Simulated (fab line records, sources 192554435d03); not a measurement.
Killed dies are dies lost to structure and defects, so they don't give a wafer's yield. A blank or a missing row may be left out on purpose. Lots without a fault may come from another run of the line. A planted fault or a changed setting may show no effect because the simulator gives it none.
Chamber matching | flow n5_finfet | N5_BEOL_M10_DEP_56 on pecvd-04: 3 sister chambers
The step deposits SiCN from 3MS/NH3, target thk 15 nm, time 26.5 s. 24 wafers are shown with their chamber, then 12 later ones without.

WAFERS WITH THEIR CHAMBER
wafer  | chamber | showerhead_plenum_p_Torr (Torr) | throttle_valve_pct (%)
L076.1 | 2       | 3.641                           | 8.9
L076.2 | 0       | 3.668                           | 9.2
L076.5 | 0       | 3.672                           | 9.0
L079.2 | 1       | 3.659                           | 8.8
L079.3 | 1       | 3.654                           | 8.3
L079.6 | 1       | 3.645                           | 8.5
L082.2 | 0       | 3.672                           | 9.3
L082.4 | 2       | 3.652                           | 8.8
L082.5 | 0       | 3.678                           | 9.1
L084.1 | 1       | 3.664                           | 8.9
L084.5 | 2       | 3.635                           | 8.9
L084.6 | 0       | 3.678                           | 9.0
L083.3 | 0       | 3.673                           | 9.0
L083.4 | 0       | 3.673                           | 9.3
L083.5 | 2       | 3.634                           | 8.9
L090.2 | 0       | 3.669                           | 9.2
L090.3 | 2       | 3.635                           | 8.9
L090.5 | 2       | 3.654                           | 8.9
L087.2 | 1       | 3.656                           | 8.7
L087.3 | 0       | 3.671                           | 9.4
L087.5 | 2       | 3.653                           | 8.9
L088.1 | 0       | 3.666                           | 9.4
L088.4 | 2       | 3.643                           | 8.9
L088.5 | 1       | 3.646                           | 8.7

SIGNATURES (means of the wafers above)
reading                  | chamber 0 | chamber 1 | chamber 2 | scatter within a chamber
showerhead_plenum_p_Torr | 3.67200   | 3.65400   | 3.64337   | 0.00663
throttle_valve_pct       | 9.190     | 8.650     | 8.888     | 0.15
Rule: a wafer's distance from a chamber is the root of the sum, over the readings, of the square of ((its reading less the chamber's mean) divided by the reading's scatter). The wafer belongs to the nearest chamber; if the next one is less than 2 further off, it can't be placed. The scatter: the root of (the sum of the squares of (reading less its chamber's mean) over the shown wafers, divided by (wafers less chambers)).

WAFERS WITHOUT THEIR CHAMBER
wafer  | showerhead_plenum_p_Torr (Torr) | throttle_valve_pct (%)
L089.2 | 3.652                           | 9.0
L089.3 | 3.643                           | 9.0
L089.6 | 3.654                           | 8.8
L093.3 | 3.664                           | 9.0
L093.5 | 3.646                           | 8.6
L093.6 | 3.657                           | 8.6
L095.2 | 3.657                           | 8.6
L095.4 | 3.668                           | 9.2
L095.6 | 3.638                           | 9.0
L097.2 | 3.642                           | 9.2
L097.4 | 3.676                           | 9.2
L097.5 | 3.659                           | 8.6

WHICH CHAMBER EACH WENT THROUGH
wafer  | from the rows above          | in truth
L089.2 | can't be placed: 2 or 1 or 0 | 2
L089.3 | 2                            | 2
L089.6 | can't be placed: 1 or 2      | 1
L093.3 | can't be placed: 0 or 1 or 2 | 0
L093.5 | can't be placed: 1 or 2      | 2
L093.6 | 1                            | 1
L095.2 | 1                            | 1
L095.4 | 0                            | 0
L095.6 | 2                            | 2
L097.2 | can't be placed: 2 or 1      | 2
L097.4 | 0                            | 0
L097.5 | 1                            | 1
Placed correctly: 7 of 12. Can't be placed from these rows: 5 (the true chamber is among the candidates in 5). Placed wrongly: 0.
